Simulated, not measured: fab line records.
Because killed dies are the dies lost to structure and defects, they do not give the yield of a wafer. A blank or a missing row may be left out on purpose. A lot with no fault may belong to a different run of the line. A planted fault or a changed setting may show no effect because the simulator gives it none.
fab line records / flow nand_harc
record lots=14 wafers=39 last_day=33
route steps=1302 shown A_CONTACT@986 THIN_TSV@1246 END@1302
lots with no fault: from the same line, run without faults
start_h: hours from the record's first day to the start of the lot's first wafer shown / wait_h: hours since the lot's step before / " same as the row above / L1.1+2: a row that stands for several wafers / - no value, or no start given / * or withheld: withheld / < > ~ a bound
route shown NAME@n: a module of which the file shows steps, and the number in the route of the first / usual: mean and standard deviation over wafers with no fault / same: alike in all rows / chamber/n: place in a boat / sites: each site's reading / _std_site: the standard deviation of these / _edge_site: mean of outer sites minus mean of inner sites / radius_mm: for every site, how far away it sits from the centre of the wafer / mask NAME#n: copy n / behind: the most recent tool/chamber to have shaped the wafer / hold: the reason the lot was held/the length of the hold in hours/how it ended / device: the n, p or np transistor that did not switch / end of line: tests run on the same wafers once the route is complete / a step given without rows: its recipe and nothing more / killed: dies that structure and defects cost at the first sort, which is not the same as the wafer's yield / map: a wafer's dies, x killed, . not, _ none there
set.NAME: the setting that was run; set.NAME@STEP: the one run at that earlier step / model.NAME: the simulator's own value behind a step, which no gauge read
the route's steps for a sample of lots (tables are steps, rows are wafers)
services: the hour from which a tool's chamber was out of use, counted from the record's first day as start_h (under 0 if before that day), plus the number of hours and why
## steps
# step NHARC_A_CONTACT_DEP_29
# recipe target_thk_a=1000 target_thk_nm=100 temp_c=400 pressure_torr=3.5 flow_sccm=200 rf_w=350 material=SiON
# usual heater_power_outer_w=492/93 heater_power_w=777/130
lot.wafer=L843.2 tool=pecvd-03 chamber=1 start_h=499.48 wait_h=2.9 heater_power_outer_w=459 heater_power_w=694
lot.wafer=L843.1 tool=pecvd-03 chamber=0 start_h=499.48 wait_h=2.9 heater_power_outer_w=665 heater_power_w=992
lot.wafer=L843.4 tool=pecvd-03 chamber=2 start_h=499.48 wait_h=2.9 heater_power_outer_w=490 heater_power_w=710
lot.wafer=L841.1 tool=pecvd-02 chamber=0 start_h=499.62 wait_h=3.6 heater_power_outer_w=393 heater_power_w=733
lot.wafer=L841.6 tool=pecvd-02 chamber=0 start_h=499.62 wait_h=3.6 heater_power_outer_w=404 heater_power_w=745
lot.wafer=L841.5 tool=pecvd-02 chamber=1 start_h=499.62 wait_h=3.6 heater_power_outer_w=427 heater_power_w=760
lot.wafer=L842.2 tool=pecvd-03 chamber=1 start_h=509.75 wait_h=2.9 heater_power_outer_w=445 heater_power_w=673
lot.wafer=L842.4 tool=pecvd-03 chamber=1 start_h=509.75 wait_h=2.9 heater_power_outer_w=459 heater_power_w=678
lot.wafer=L842.5 tool=pecvd-03 chamber=2 start_h=509.75 wait_h=2.9 heater_power_outer_w=447 heater_power_w=692
lot.wafer=L844.3 tool=pecvd-01 chamber=1 start_h=514.02 wait_h=2.2 heater_power_outer_w=501 heater_power_w=745
lot.wafer=L844.4 tool=pecvd-01 chamber=2 start_h=514.02 wait_h=2.2 heater_power_outer_w=351 heater_power_w=568
lot.wafer=L844.5 tool=pecvd-01 chamber=0 start_h=514.02 wait_h=2.2 heater_power_outer_w=529 heater_power_w=814
lot.wafer=L845.1 tool=pecvd-01 chamber=0 start_h=523.92 wait_h=3.6 heater_power_outer_w=540 heater_power_w=831
lot.wafer=L845.3 tool=pecvd-01 chamber=1 start_h=523.92 wait_h=3.6 heater_power_outer_w=431 heater_power_w=667
lot.wafer=L845.4 tool=pecvd-01 chamber=0 start_h=523.92 wait_h=3.6 heater_power_outer_w=546 heater_power_w=835
lot.wafer=L848.3 tool=pecvd-01 chamber=2 start_h=571.71 wait_h=2.2 heater_power_outer_w=332 heater_power_w=570
lot.wafer=L848.6 tool=pecvd-01 chamber=0 start_h=571.71 wait_h=2.2 heater_power_outer_w=440 heater_power_w=684
lot.wafer=L848.5 tool=pecvd-01 chamber=1 start_h=571.71 wait_h=2.2 heater_power_outer_w=520 heater_power_w=796
lot.wafer=L853.2 tool=pecvd-03 chamber=0 start_h=600.68 wait_h=2.9 heater_power_outer_w=598 heater_power_w=912
lot.wafer=L853.5 tool=pecvd-03 chamber=0 start_h=600.68 wait_h=2.9 heater_power_outer_w=601 heater_power_w=946
lot.wafer=L852.3 tool=pecvd-03 chamber=0 start_h=608.82 wait_h=2.1 heater_power_outer_w=647 heater_power_w=997
lot.wafer=L852.5 tool=pecvd-03 chamber=1 start_h=608.82 wait_h=2.1 heater_power_outer_w=475 heater_power_w=700
lot.wafer=L855.3 tool=pecvd-03 chamber=2 start_h=632.55 wait_h=2.2 heater_power_outer_w=537 heater_power_w=793
lot.wafer=L855.1 tool=pecvd-03 chamber=0 start_h=632.55 wait_h=2.2 heater_power_outer_w=658 heater_power_w=978
lot.wafer=L856.1 tool=pecvd-01 chamber=2 start_h=638.08 wait_h=3.6 heater_power_outer_w=358 heater_power_w=599
lot.wafer=L856.5 tool=pecvd-01 chamber=2 start_h=638.08 wait_h=3.6 heater_power_outer_w=364 heater_power_w=591
lot.wafer=L856.4 tool=pecvd-01 chamber=1 start_h=638.08 wait_h=3.6 heater_power_outer_w=422 heater_power_w=654
lot.wafer=L858.3 tool=pecvd-02 chamber=0 start_h=665.43 wait_h=2.2 heater_power_outer_w=508 heater_power_w=892
lot.wafer=L858.5 tool=pecvd-02 chamber=1 start_h=665.43 wait_h=2.2 heater_power_outer_w=463 heater_power_w=808
lot.wafer=L858.4 tool=pecvd-02 chamber=2 start_h=665.43 wait_h=2.2 heater_power_outer_w=551 heater_power_w=901
lot.wafer=L863.2 tool=pecvd-01 chamber=1 start_h=699.51 wait_h=2.8 heater_power_outer_w=482 heater_power_w=720
lot.wafer=L863.3 tool=pecvd-01 chamber=2 start_h=699.51 wait_h=2.8 heater_power_outer_w=374 heater_power_w=614
lot.wafer=L863.4 tool=pecvd-01 chamber=1 start_h=699.51 wait_h=2.8 heater_power_outer_w=479 heater_power_w=704
lot.wafer=L862.2 tool=pecvd-03 chamber=1 start_h=702.33 wait_h=2.9 heater_power_outer_w=413 heater_power_w=620
lot.wafer=L862.4 tool=pecvd-03 chamber=0 start_h=702.33 wait_h=2.9 heater_power_outer_w=688 heater_power_w=1046
lot.wafer=L862.5 tool=pecvd-03 chamber=1 start_h=702.33 wait_h=2.9 heater_power_outer_w=415 heater_power_w=630
lot.wafer=L864.3 tool=pecvd-02 chamber=0 start_h=716.78 wait_h=2.1 heater_power_outer_w=463 heater_power_w=828
lot.wafer=L864.2 tool=pecvd-02 chamber=2 start_h=716.78 wait_h=2.1 heater_power_outer_w=499 heater_power_w=836
lot.wafer=L864.6 tool=pecvd-02 chamber=2 start_h=716.78 wait_h=2.1 heater_power_outer_w=510 heater_power_w=833
# step NHARC_THIN_TSV_THK_MEAS_02
# recipe thk_meas_gauge=ir
# usual thk_nm=3046/220
lot.wafer=L841.1 tool=film_metro-01 chamber=- start_h=551.61 wait_h=- thk_nm=3528
lot.wafer=L841.5 tool=film_metro-01 chamber=- start_h=551.61 wait_h=- thk_nm=3148
lot.wafer=L841.6 tool=film_metro-01 chamber=- start_h=551.61 wait_h=- thk_nm=3122
lot.wafer=L843.1 tool=film_metro-01 chamber=- start_h=552.81 wait_h=- thk_nm=3254
lot.wafer=L843.2 tool=film_metro-01 chamber=- start_h=552.81 wait_h=- thk_nm=3129
lot.wafer=L843.4 tool=film_metro-01 chamber=- start_h=552.81 wait_h=- thk_nm=3241
lot.wafer=L844.3 tool=film_metro-02 chamber=- start_h=565.80 wait_h=0.2 thk_nm=2902
lot.wafer=L844.4 tool=film_metro-02 chamber=- start_h=565.80 wait_h=0.2 thk_nm=2778
lot.wafer=L844.5 tool=film_metro-02 chamber=- start_h=565.80 wait_h=0.2 thk_nm=2961
lot.wafer=L842.2 tool=film_metro-01 chamber=- start_h=567.00 wait_h=- thk_nm=3306
lot.wafer=L842.4 tool=film_metro-01 chamber=- start_h=567.00 wait_h=- thk_nm=3364
lot.wafer=L842.5 tool=film_metro-01 chamber=- start_h=567.00 wait_h=- thk_nm=3168
lot.wafer=L845.1 tool=film_metro-02 chamber=- start_h=575.91 wait_h=- thk_nm=3093
lot.wafer=L845.3 tool=film_metro-02 chamber=- start_h=575.91 wait_h=- thk_nm=3017
lot.wafer=L845.4 tool=film_metro-02 chamber=- start_h=575.91 wait_h=- thk_nm=2839
lot.wafer=L848.3 tool=film_metro-01 chamber=- start_h=625.50 wait_h=- thk_nm=3219
lot.wafer=L848.5 tool=film_metro-01 chamber=- start_h=625.50 wait_h=- thk_nm=3062
lot.wafer=L848.6 tool=film_metro-01 chamber=- start_h=625.50 wait_h=- thk_nm=3219
lot.wafer=L853.2 tool=film_metro-02 chamber=- start_h=658.21 wait_h=- thk_nm=3162
lot.wafer=L852.3 tool=film_metro-01 chamber=- start_h=663.83 wait_h=- thk_nm=3141
lot.wafer=L855.3 tool=film_metro-01 chamber=- start_h=685.34 wait_h=0.2 thk_nm=3139
lot.wafer=L856.1 tool=film_metro-02 chamber=- start_h=694.06 wait_h=- thk_nm=3067
lot.wafer=L856.4 tool=film_metro-02 chamber=- start_h=694.06 wait_h=- thk_nm=3000
lot.wafer=L856.5 tool=film_metro-02 chamber=- start_h=694.06 wait_h=- thk_nm=3215
lot.wafer=L858.3 tool=film_metro-01 chamber=- start_h=724.53 wait_h=- thk_nm=2732
lot.wafer=L858.4 tool=film_metro-01 chamber=- start_h=724.53 wait_h=- thk_nm=2857
lot.wafer=L858.5 tool=film_metro-01 chamber=- start_h=724.53 wait_h=- thk_nm=2884
lot.wafer=L863.2 tool=film_metro-02 chamber=- start_h=757.24 wait_h=- thk_nm=3022
lot.wafer=L863.3 tool=film_metro-02 chamber=- start_h=757.24 wait_h=- thk_nm=3133
lot.wafer=L863.4 tool=film_metro-02 chamber=- start_h=757.24 wait_h=- thk_nm=3271
lot.wafer=L862.2 tool=film_metro-02 chamber=- start_h=758.45 wait_h=0.2 thk_nm=3216
lot.wafer=L862.4 tool=film_metro-02 chamber=- start_h=758.45 wait_h=0.2 thk_nm=3066
lot.wafer=L862.5 tool=film_metro-02 chamber=- start_h=758.45 wait_h=0.2 thk_nm=3070
lot.wafer=L864.2 tool=film_metro-01 chamber=- start_h=773.51 wait_h=0.2 thk_nm=3236
lot.wafer=L864.3 tool=film_metro-01 chamber=- start_h=773.51 wait_h=0.2 thk_nm=2888
lot.wafer=L864.6 tool=film_metro-01 chamber=- start_h=773.51 wait_h=0.2 thk_nm=2766
# step NHARC_THIN_TSV_STRIP_45
# recipe power_w=1500 temp_c=250 chemistry=O2
# usual drypump_motor_current_A=5.4/0.31 heater_power_w=331/32
lot.wafer=L841.1 tool=plasma_asher-02 chamber=0 start_h=553.62 wait_h=0.1 drypump_motor_current_A=5.6 heater_power_w=320 rf_hours_counter_h=25
lot.wafer=L841.5 tool=plasma_asher-02 chamber=1 start_h=553.62 wait_h=0.1 drypump_motor_current_A=5.4 heater_power_w=311 rf_hours_counter_h=-
lot.wafer=L841.6 tool=plasma_asher-02 chamber=0 start_h=553.62 wait_h=0.1 drypump_motor_current_A=5.6 heater_power_w=318 rf_hours_counter_h=-
lot.wafer=L843.2 tool=plasma_asher-02 chamber=1 start_h=554.91 wait_h=0.1 drypump_motor_current_A=5.4 heater_power_w=312 rf_hours_counter_h=25
lot.wafer=L843.1 tool=plasma_asher-02 chamber=0 start_h=554.91 wait_h=0.1 drypump_motor_current_A=5.6 heater_power_w=316 rf_hours_counter_h=25
lot.wafer=L843.4 tool=plasma_asher-02 chamber=0 start_h=554.91 wait_h=0.1 drypump_motor_current_A=5.6 heater_power_w=324 rf_hours_counter_h=-
lot.wafer=L844.4 tool=plasma_asher-02 chamber=1 start_h=568.04 wait_h=0.3 drypump_motor_current_A=5.4 heater_power_w=307 rf_hours_counter_h=-
lot.wafer=L844.3 tool=plasma_asher-02 chamber=0 start_h=568.04 wait_h=0.3 drypump_motor_current_A=5.6 heater_power_w=319 rf_hours_counter_h=-
lot.wafer=L844.5 tool=plasma_asher-02 chamber=1 start_h=568.04 wait_h=0.3 drypump_motor_current_A=5.4 heater_power_w=298 rf_hours_counter_h=-
lot.wafer=L842.2 tool=plasma_asher-02 chamber=0 start_h=569.15 wait_h=0.1 drypump_motor_current_A=5.6 heater_power_w=321 rf_hours_counter_h=29
lot.wafer=L842.4 tool=plasma_asher-02 chamber=0 start_h=569.15 wait_h=0.1 drypump_motor_current_A=5.6 heater_power_w=325 rf_hours_counter_h=-
lot.wafer=L842.5 tool=plasma_asher-02 chamber=1 start_h=569.15 wait_h=0.1 drypump_motor_current_A=5.4 heater_power_w=306 rf_hours_counter_h=-
lot.wafer=L845.1 tool=plasma_asher-01 chamber=0 start_h=578.05 wait_h=0.1 drypump_motor_current_A=5.8 heater_power_w=374 rf_hours_counter_h=1
lot.wafer=L845.4 tool=plasma_asher-01 chamber=1 start_h=578.05 wait_h=0.1 drypump_motor_current_A=4.9 heater_power_w=324 rf_hours_counter_h=-
lot.wafer=L845.3 tool=plasma_asher-01 chamber=0 start_h=578.05 wait_h=0.1 drypump_motor_current_A=5.8 heater_power_w=377 rf_hours_counter_h=-
lot.wafer=L848.3 tool=plasma_asher-02 chamber=0 start_h=627.55 wait_h=0.2 drypump_motor_current_A=5.5 heater_power_w=316 rf_hours_counter_h=-
lot.wafer=L848.6 tool=plasma_asher-02 chamber=0 start_h=627.55 wait_h=0.2 drypump_motor_current_A=5.5 heater_power_w=313 rf_hours_counter_h=-
lot.wafer=L848.5 tool=plasma_asher-02 chamber=1 start_h=627.55 wait_h=0.2 drypump_motor_current_A=5.4 heater_power_w=288 rf_hours_counter_h=-
lot.wafer=L853.2 tool=plasma_asher-02 chamber=0 start_h=660.30 wait_h=0.1 drypump_motor_current_A=5.5 heater_power_w=319 rf_hours_counter_h=9
lot.wafer=L852.3 tool=plasma_asher-01 chamber=1 start_h=666.15 wait_h=0.2 drypump_motor_current_A=4.9 heater_power_w=333 rf_hours_counter_h=-
lot.wafer=L855.3 tool=plasma_asher-01 chamber=0 start_h=687.39 wait_h=0.2 drypump_motor_current_A=5.8 heater_power_w=377 rf_hours_counter_h=-
lot.wafer=L856.1 tool=plasma_asher-01 chamber=0 start_h=696.20 wait_h=0.1 drypump_motor_current_A=5.8 heater_power_w=375 rf_hours_counter_h=25
lot.wafer=L856.4 tool=plasma_asher-01 chamber=1 start_h=696.20 wait_h=0.1 drypump_motor_current_A=4.9 heater_power_w=330 rf_hours_counter_h=-
lot.wafer=L856.5 tool=plasma_asher-01 chamber=0 start_h=696.20 wait_h=0.1 drypump_motor_current_A=5.8 heater_power_w=384 rf_hours_counter_h=-
lot.wafer=L858.4 tool=plasma_asher-01 chamber=1 start_h=726.73 wait_h=0.2 drypump_motor_current_A=4.9 heater_power_w=329 rf_hours_counter_h=-
lot.wafer=L858.3 tool=plasma_asher-01 chamber=0 start_h=726.73 wait_h=0.2 drypump_motor_current_A=5.8 heater_power_w=374 rf_hours_counter_h=-
lot.wafer=L858.5 tool=plasma_asher-01 chamber=1 start_h=726.73 wait_h=0.2 drypump_motor_current_A=5.0 heater_power_w=322 rf_hours_counter_h=-
lot.wafer=L863.2 tool=plasma_asher-02 chamber=0 start_h=759.33 wait_h=0.1 drypump_motor_current_A=5.6 heater_power_w=321 rf_hours_counter_h=30
lot.wafer=L863.4 tool=plasma_asher-02 chamber=0 start_h=759.33 wait_h=0.1 drypump_motor_current_A=5.6 heater_power_w=313 rf_hours_counter_h=-
lot.wafer=L863.3 tool=plasma_asher-02 chamber=1 start_h=759.33 wait_h=0.1 drypump_motor_current_A=5.4 heater_power_w=295 rf_hours_counter_h=-
lot.wafer=L862.2 tool=plasma_asher-02 chamber=0 start_h=760.59 wait_h=0.1 drypump_motor_current_A=5.6 heater_power_w=313 rf_hours_counter_h=31
lot.wafer=L862.4 tool=plasma_asher-02 chamber=0 start_h=760.59 wait_h=0.1 drypump_motor_current_A=5.6 heater_power_w=318 rf_hours_counter_h=-
lot.wafer=L862.5 tool=plasma_asher-02 chamber=1 start_h=760.59 wait_h=0.1 drypump_motor_current_A=5.4 heater_power_w=285 rf_hours_counter_h=-
lot.wafer=L864.2 tool=plasma_asher-01 chamber=0 start_h=775.58 wait_h=0.2 drypump_motor_current_A=5.8 heater_power_w=402 rf_hours_counter_h=3
lot.wafer=L864.3 tool=plasma_asher-01 chamber=1 start_h=775.58 wait_h=0.2 drypump_motor_current_A=5.0 heater_power_w=324 rf_hours_counter_h=-
lot.wafer=L864.6 tool=plasma_asher-01 chamber=0 start_h=775.58 wait_h=0.2 drypump_motor_current_A=5.8 heater_power_w=381 rf_hours_counter_h=-
# step NHARC_THIN_TSV_PRE_CLEAN_54
# recipe time_s=30 temp_c=280 gas=H2/He
# usual heater_power_w=419/47
lot.wafer=L841.1 tool=pvd_sputter-02 chamber=- start_h=557.42 wait_h=0.1 heater_power_w=436
lot.wafer=L841.6 tool=pvd_sputter-02 chamber=- start_h=557.42 wait_h=0.1 heater_power_w=433
lot.wafer=L841.5 tool=pvd_sputter-02 chamber=- start_h=557.42 wait_h=0.1 heater_power_w=435
lot.wafer=L843.1 tool=pvd_sputter-02 chamber=- start_h=558.73 wait_h=0.1 heater_power_w=414
lot.wafer=L843.4 tool=pvd_sputter-02 chamber=- start_h=558.73 wait_h=0.1 heater_power_w=484
lot.wafer=L843.2 tool=pvd_sputter-02 chamber=- start_h=558.73 wait_h=0.1 heater_power_w=421
lot.wafer=L844.3 tool=pvd_sputter-03 chamber=- start_h=571.77 wait_h=0.0 heater_power_w=456
lot.wafer=L844.4 tool=pvd_sputter-03 chamber=- start_h=571.77 wait_h=0.0 heater_power_w=341
lot.wafer=L844.5 tool=pvd_sputter-03 chamber=- start_h=571.77 wait_h=0.0 heater_power_w=455
lot.wafer=L842.4 tool=pvd_sputter-03 chamber=- start_h=573.47 wait_h=0.1 heater_power_w=476
lot.wafer=L842.2 tool=pvd_sputter-03 chamber=- start_h=573.47 wait_h=0.1 heater_power_w=358
lot.wafer=L842.5 tool=pvd_sputter-03 chamber=- start_h=573.47 wait_h=0.1 heater_power_w=420
lot.wafer=L845.4 tool=pvd_sputter-01 chamber=- start_h=581.79 wait_h=0.1 heater_power_w=443
lot.wafer=L845.1 tool=pvd_sputter-01 chamber=- start_h=581.79 wait_h=0.1 heater_power_w=429
lot.wafer=L845.3 tool=pvd_sputter-01 chamber=- start_h=581.79 wait_h=0.1 heater_power_w=382
lot.wafer=L848.3 tool=pvd_sputter-03 chamber=- start_h=631.27 wait_h=0.1 heater_power_w=344
lot.wafer=L848.6 tool=pvd_sputter-03 chamber=- start_h=631.27 wait_h=0.1 heater_power_w=422
lot.wafer=L848.5 tool=pvd_sputter-03 chamber=- start_h=631.27 wait_h=0.1 heater_power_w=467
lot.wafer=L853.2 tool=pvd_sputter-03 chamber=- start_h=664.37 wait_h=0.0 heater_power_w=359
lot.wafer=L852.3 tool=pvd_sputter-01 chamber=- start_h=669.85 wait_h=0.0 heater_power_w=377
lot.wafer=L855.3 tool=pvd_sputter-02 chamber=- start_h=691.11 wait_h=0.1 heater_power_w=507
lot.wafer=L856.4 tool=pvd_sputter-02 chamber=- start_h=699.93 wait_h=0.0 heater_power_w=431
lot.wafer=L856.1 tool=pvd_sputter-02 chamber=- start_h=699.93 wait_h=0.0 heater_power_w=459
lot.wafer=L856.5 tool=pvd_sputter-02 chamber=- start_h=699.93 wait_h=0.0 heater_power_w=431
lot.wafer=L858.4 tool=pvd_sputter-02 chamber=- start_h=730.45 wait_h=0.1 heater_power_w=453
lot.wafer=L858.3 tool=pvd_sputter-02 chamber=- start_h=730.45 wait_h=0.1 heater_power_w=449
lot.wafer=L858.5 tool=pvd_sputter-02 chamber=- start_h=730.45 wait_h=0.1 heater_power_w=509
lot.wafer=L863.3 tool=pvd_sputter-02 chamber=- start_h=763.23 wait_h=0.0 heater_power_w=500
lot.wafer=L863.4 tool=pvd_sputter-02 chamber=- start_h=763.23 wait_h=0.0 heater_power_w=418
lot.wafer=L863.2 tool=pvd_sputter-02 chamber=- start_h=763.23 wait_h=0.0 heater_power_w=448
lot.wafer=L862.2 tool=pvd_sputter-03 chamber=- start_h=764.40 wait_h=0.1 heater_power_w=467
lot.wafer=L862.4 tool=pvd_sputter-03 chamber=- start_h=764.40 wait_h=0.1 heater_power_w=334
lot.wafer=L862.5 tool=pvd_sputter-03 chamber=- start_h=764.40 wait_h=0.1 heater_power_w=422
lot.wafer=L864.2 tool=pvd_sputter-03 chamber=- start_h=779.39 wait_h=0.1 heater_power_w=460
lot.wafer=L864.3 tool=pvd_sputter-03 chamber=- start_h=779.39 wait_h=0.1 heater_power_w=334
lot.wafer=L864.6 tool=pvd_sputter-03 chamber=- start_h=779.39 wait_h=0.1 heater_power_w=385
# step NHARC_END_SORT_01
# recipe temp_c=25
# usual killed_at_array=55/19 killed_at_other=0.8/1.1 killed_at_periphery=4.0/2.6 killed_dies=60/20 killed_open=3.4/1.7 killed_short=2.6/1.5
# same gross_dies=677
lot.wafer=L853.2 tool=prober-01 chamber=0 start_h=675.39 wait_h=2.8 killed_at_array=39 killed_at_other=2 killed_at_periphery=0 killed_dies=41 killed_open=3 killed_short=3
lot.wafer=L853.5 tool=prober-01 chamber=0 start_h=677.79 wait_h=3.7 killed_at_array=567 killed_at_other=2 killed_at_periphery=3 killed_dies=572 killed_open=2 killed_short=3
lot.wafer=L852.3 tool=prober-02 chamber=0 start_h=684.07 wait_h=3.1 killed_at_array=45 killed_at_other=4 killed_at_periphery=5 killed_dies=54 killed_open=3 killed_short=4
lot.wafer=L852.5 tool=prober-02 chamber=0 start_h=685.65 wait_h=3.6 killed_at_array=564 killed_at_other=3 killed_at_periphery=2 killed_dies=569 killed_open=0 killed_short=1
lot.wafer=L855.1 tool=prober-02 chamber=0 start_h=701.10 wait_h=2.5 killed_at_array=554 killed_at_other=0 killed_at_periphery=7 killed_dies=561 killed_open=4 killed_short=3
lot.wafer=L855.3 tool=prober-02 chamber=0 start_h=702.69 wait_h=3.1 killed_at_array=44 killed_at_other=0 killed_at_periphery=6 killed_dies=50 killed_open=5 killed_short=0
# killed by level:class
L853.2 A_SLIT:chamber_film_flake=22 A_CONTACT:chamber_film_flake=6 A_CHANNEL_HOLE_D1:geometric_particle:open=2 A_CHANNEL_HOLE_D1:chamber_film_flake=2 THIN_TSV:chamber_film_flake=2 A_DECK1_JOINT:geometric_particle:short=1 A_ONON_D2:geometric_particle:short=1 A_ONON_D2:geometric_particle:open=1
L853.5 A_CONTACT:area_dep=523 A_SLIT:chamber_film_flake=31 A_CHANNEL_HOLE_D1:chamber_film_flake=4 A_STAIRCASE:chamber_film_flake=3 THIN_TSV:chamber_film_flake=2 P_GATE:geometric_particle:open=1 P_M0:geometric_particle:short=1 A_DECK1_JOINT:geometric_particle:open=1
L852.3 A_CHANNEL_HOLE_D2:chamber_film_flake=19 A_CHANNEL_HOLE_D1:chamber_film_flake=8 A_STAIRCASE:chamber_film_flake=4 THIN_TSV:chamber_film_flake=4 A_DECK1_JOINT:chamber_film_flake=3 A_SLIT:chamber_film_flake=3 A_CHANNEL_FILL_D1:geometric_particle:short=2 A_CONTACT:chamber_film_flake=2
L852.5 A_CONTACT:area_dep=527 A_CHANNEL_HOLE_D2:chamber_film_flake=15 A_CHANNEL_HOLE_D1:chamber_film_flake=7 A_STAIRCASE:chamber_film_flake=4 A_SLIT:chamber_film_flake=3 A_CONTACT:chamber_film_flake=3 THIN_TSV:chamber_film_flake=3 A_M1:chamber_film_flake=2
L855.1 A_CONTACT:area_dep=506 A_CHANNEL_HOLE_D2:chamber_film_flake=18 A_CHANNEL_HOLE_D1:chamber_film_flake=11 A_DECK1_JOINT:chamber_film_flake=3 A_SLIT:chamber_film_flake=3 A_CONTACT:chamber_film_flake=3 P_GATE:chamber_film_flake=2 P_M1:chamber_film_flake=2
L855.3 A_CHANNEL_HOLE_D2:chamber_film_flake=23 A_CHANNEL_HOLE_D1:chamber_film_flake=7 A_SLIT:chamber_film_flake=4 P_GATE:chamber_film_flake=3 A_CONTACT:chamber_film_flake=3 A_CHANNEL_HOLE_D2:geometric_particle:open=2 A_CHANNEL_HOLE_D1:geometric_particle:open=1 A_CHANNEL_FILL_D1:geometric_particle:open=1
## services
tool=pecvd-02 chamber=2 start_h=490.44 hours=13.5 kind=repair
tool=pecvd-01 chamber=- start_h=492.45 hours=13.0 kind=pm
tool=pvd_sputter-03 chamber=- start_h=526.03 hours=10.0 kind=pm
tool=pvd_sputter-01 chamber=- start_h=536.02 hours=0.6 kind=repair
tool=pecvd-03 chamber=- start_h=547.43 hours=13.0 kind=pm
tool=plasma_asher-01 chamber=- start_h=566.83 hours=9.0 kind=pm
tool=pvd_sputter-01 chamber=- start_h=582.00 hours=10.0 kind=pm
tool=pecvd-02 chamber=- start_h=590.62 hours=13.0 kind=pm
tool=plasma_asher-02 chamber=- start_h=603.00 hours=9.0 kind=pm
tool=pvd_sputter-02 chamber=- start_h=638.00 hours=10.0 kind=pm
tool=pecvd-01 chamber=2 start_h=653.45 hours=14.0 kind=repair
tool=pecvd-01 chamber=- start_h=673.45 hours=13.0 kind=pm
tool=pecvd-03 chamber=2 start_h=674.02 hours=5.4 kind=repair
tool=pecvd-02 chamber=0 start_h=674.74 hours=9.3 kind=repair
tool=pvd_sputter-01 chamber=- start_h=687.57 hours=7.6 kind=repair
tool=pvd_sputter-03 chamber=- start_h=704.03 hours=10.0 kind=pm
tool=pecvd-03 chamber=- start_h=728.58 hours=13.0 kind=pm
tool=pecvd-02 chamber=- start_h=728.84 hours=0.9 kind=repair
tool=pvd_sputter-03 chamber=- start_h=733.46 hours=1.7 kind=repair
tool=plasma_asher-01 chamber=- start_h=743.83 hours=9.0 kind=pm
tool=plasma_asher-01 chamber=- start_h=759.84 hours=3.2 kind=repair
tool=pvd_sputter-01 chamber=- start_h=760.00 hours=10.0 kind=pm
tool=pecvd-02 chamber=- start_h=762.09 hours=15.3 kind=repair
tool=plasma_asher-02 chamber=- start_h=773.48 hours=2.9 kind=repair
## key
first_sign step=NHARC_END_SORT_01 reading=killed_at_array direction=up sigmas=26 usual=55 struck=562
effect step=NHARC_END_SORT_01 reading=killed_dies direction=up sigmas=25 usual=60 struck=567
more_kills_born_at NHARC_A_CONTACT_DEP_29@pecvd-03=1556
met_at NHARC_A_CONTACT_DEP_29
struck_lots L852,L853,L855
struck_wafers L852.5,L853.5,L855.1
later_rows_left_out L852.5,L853.5,L855.1
tester_left_out L852,L853,L855
not_acting_at NHARC_THIN_TSV_THK_MEAS_02,NHARC_THIN_TSV_STRIP_45,NHARC_THIN_TSV_PRE_CLEAN_54
onset_between 509.75 600.68
fault kind=process_parameter_drift tool=pecvd-03 chamber=- onset_h=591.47 steps=NHARC_A_CONTACT_DEP_29 channel=target_thk_a offset=* shape=step end_h=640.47 scope=struck_wafers_only acts_in=* stated=*
# tester_left_out: of these lots the tester's yield and bins aren't shown, on N5 and GAA mostly nor the transistor test; their killed dies are dies lost to structure and defects alone, not to doping, threshold or leakage, so they don't give the yield
# later_rows_left_out: the simulator's readings of these wafers behind a module that went badly wrong aren't trusted and aren't shown, but for the sort
